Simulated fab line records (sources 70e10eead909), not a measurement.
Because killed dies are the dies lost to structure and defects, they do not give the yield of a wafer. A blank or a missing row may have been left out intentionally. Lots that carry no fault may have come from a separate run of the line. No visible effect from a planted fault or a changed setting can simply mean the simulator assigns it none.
Matching of chambers    flow nand harc    cmp-02 running NHARC_P_BONDPAD_CMP_19: 4 sister chambers
The step polishes, t overpolish 30 s, cu recess touch 16 s, target thk 160.81 nm. 18 wafers are shown with their chamber, then 9 later ones without.

EACH WAFER AND ITS CHAMBER
wafer   chamber  motor current A (A)  slurry flow ml min  overpolish run s (s)
L074.1  1        12.2                 150.0               30.001
L074.2  3        12.0                 150.5               29.992
L074.3  0        11.9                 150.1               29.988
L075.2  3        12.8                 150.4               30.001
L075.3  0        12.5                 149.4               30.008
L075.5  2        12.6                 149.5               30.008
L079.2  1        12.9                 149.6               30.007
L079.5  2        13.8                 149.9               29.999
L079.6  1        11.9                 149.6               29.976
L080.1  2        12.7                 148.9               29.999
L080.2  1        12.7                 149.5               30.012
L080.4  0        11.8                 149.7               29.990
L083.1  3        12.1                 149.8               29.994
L083.5  2        13.0                 150.0               30.004
L083.6  3        11.7                 150.2               29.992
L086.1  2        13.0                 150.1               30.002
L086.2  1        13.1                 149.6               30.006
L086.3  0        12.1                 149.4               30.001

SIGNATURES (averages over the wafers above)
reading             chamber 0  chamber 1  chamber 2  chamber 3  scatter within a chamber
motor current A     12.075     12.560     13.020     12.150     0.449
slurry flow ml min  149.650    149.660    149.680    150.225    0.352
overpolish run s    29.99675   30.00040   30.00240   29.99475   0.0092
Rule: a wafer lies at a distance from a chamber equal to the root of the sum of squares, over the readings, of (its reading less the chamber's mean, divided by the reading's scatter). If the next closest chamber is less than 2 further off than the closest, the wafer can't be placed; otherwise it belongs to the closest. The scatter is the square root of a quotient: the sum, over the shown wafers, of each reading's squared deviation from its chamber's mean, divided by wafers minus chambers.

WAFERS MISSING THEIR CHAMBER
wafer   motor current A (A)  slurry flow ml min  overpolish run s (s)
L087.3  12.1                 148.9               30.001
L087.5  12.0                 150.3               30.014
L087.6  11.6                 149.3               29.997
L092.1  13.5                 149.8               29.984
L092.2  11.8                 149.9               30.005
L092.4  12.9                 150.2               30.010
L093.1  12.4                 149.3               30.000
L093.3  12.1                 150.1               29.997
L093.6  13.1                 150.3               30.005

WHICH CHAMBER EACH WENT THROUGH
wafer   from the rows above                in truth
L087.3  can't be placed: 0 or 1 or 2 or 3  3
L087.5  can't be placed: 3 or 0 or 1 or 2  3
L087.6  can't be placed: 0 or 1 or 3 or 2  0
L092.1  can't be placed: 2 or 1 or 3 or 0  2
L092.2  can't be placed: 0 or 3 or 1 or 2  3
L092.4  can't be placed: 2 or 1 or 3 or 0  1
L093.1  can't be placed: 1 or 0 or 2 or 3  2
L093.3  can't be placed: 3 or 0 or 1 or 2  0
L093.6  can't be placed: 2 or 1 or 3 or 0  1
0 of 9 placed correctly. Cannot be placed on the basis of these rows: 9; the candidates contain the true chamber in 9. Placed wrongly: 0.
